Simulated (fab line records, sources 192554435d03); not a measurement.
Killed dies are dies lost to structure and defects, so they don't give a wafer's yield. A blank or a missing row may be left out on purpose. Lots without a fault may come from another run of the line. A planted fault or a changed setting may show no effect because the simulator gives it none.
Problem report in the 8D (eight disciplines) form, filled by code | flow n5_finfet | the parts of the form that need people (team, actions taken, sign-off) are left out

1. THE PROBLEM
etch_rf_on_time_s at N5_BEOL_M0_ETCH_138 reads a mean of 17.4 s on 6 wafers of 2 lots; wafers without a fault read 29.1 s with a standard deviation of 0.68. That is -17 standard deviations from the usual mean.
The step: etches SiCN in CH3F/O2, target depth 12 nm, time 31.6 s.
First seen on wafer L547.1, day 8 05:29, on rie_diel-03. The record holds 24 wafers of 8 lots with a number at this step. Rule for "out", or "out of limits": more than 4 standard deviations from the usual mean. The other wafers with a number count as sound.

2. WHAT IT IS AND WHAT IT IS NOT
question                    | is                     | is not
which readings at this step | etch_rf_on_time_s      | CH3F_flow_sccm, chamber_pressure_mTorr, drypump_motor_current_A, rf_vpp_V, showerhead_plenum_p_Torr, throttle_valve_pct
which lots                  | L547, L549             | L539, L543, L544, L550, L561, L562
which wafers of those lots  | all that have a number | -
read on which tools         | rie_diel-03            | rie_diel-05
when                        | from day 8 05:29       | up to then (9 sound wafers); but 9 sound wafers of L550, L561, L562 came after

3. SUSPECTS, AND WHAT RULES EACH OUT
Counting: a tool at a process step up to the reading stays a suspect if it ran every lot that is out and no sound lot after the first of them.
- rie_diel-03 at N5_BEOL_M0_CUTY_DESCUM_61 (chemistry O2, time 7.9 s): ruled out as a lasting fault. Sound lots L561, L562 ran on it after its first lot that is out, L547 (day 8 05:16).
- rie_diel-03 at N5_BEOL_M0_ETCH_138 (etches SiCN in CH3F/O2, target depth 12 nm, time 31.6 s): ruled out as a lasting fault. Sound lots L561, L562 ran on it after its first lot that is out, L547 (day 8 05:29).
Left after counting: nothing in the record.

4. THE CAUSE (what the simulator had put in)
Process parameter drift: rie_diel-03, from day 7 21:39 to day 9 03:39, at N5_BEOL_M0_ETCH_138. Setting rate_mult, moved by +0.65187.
Counting ruled it out, wrongly.

5. THE CHAIN OF EFFECTS, in route order
Each row: a reading whose mean over the struck wafers that have a number lies more than 3 standard deviations from the usual. Only readings for which the record gives a usual standard deviation are gone through. hours: the time from each lot's start at the first step in this table that gives one to its start at this step, as a median over the lots. sigmas: the change in usual standard deviations.
hours | step                | reading           | usual  | on struck wafers | change | sigmas
0     | N5_BEOL_M0_ETCH_138 | etch_rf_on_time_s | 29.1 s | 17.4             | -11.7  | -17
The process steps in it:
- N5_BEOL_M0_ETCH_138: etches SiCN in CH3F/O2, target depth 12 nm, time 31.6 s.
Later measuring or inspecting steps at which every struck wafer that the step has a row for has a number for every such reading, and none has moved that far: N5_BEOL_M4_RC_MEAS_101.

6. WHAT WOULD HAVE CAUGHT IT SOONER
In this record the first reading out of limits was taken at day 8 05:29, 8 hours after the fault began at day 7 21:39.
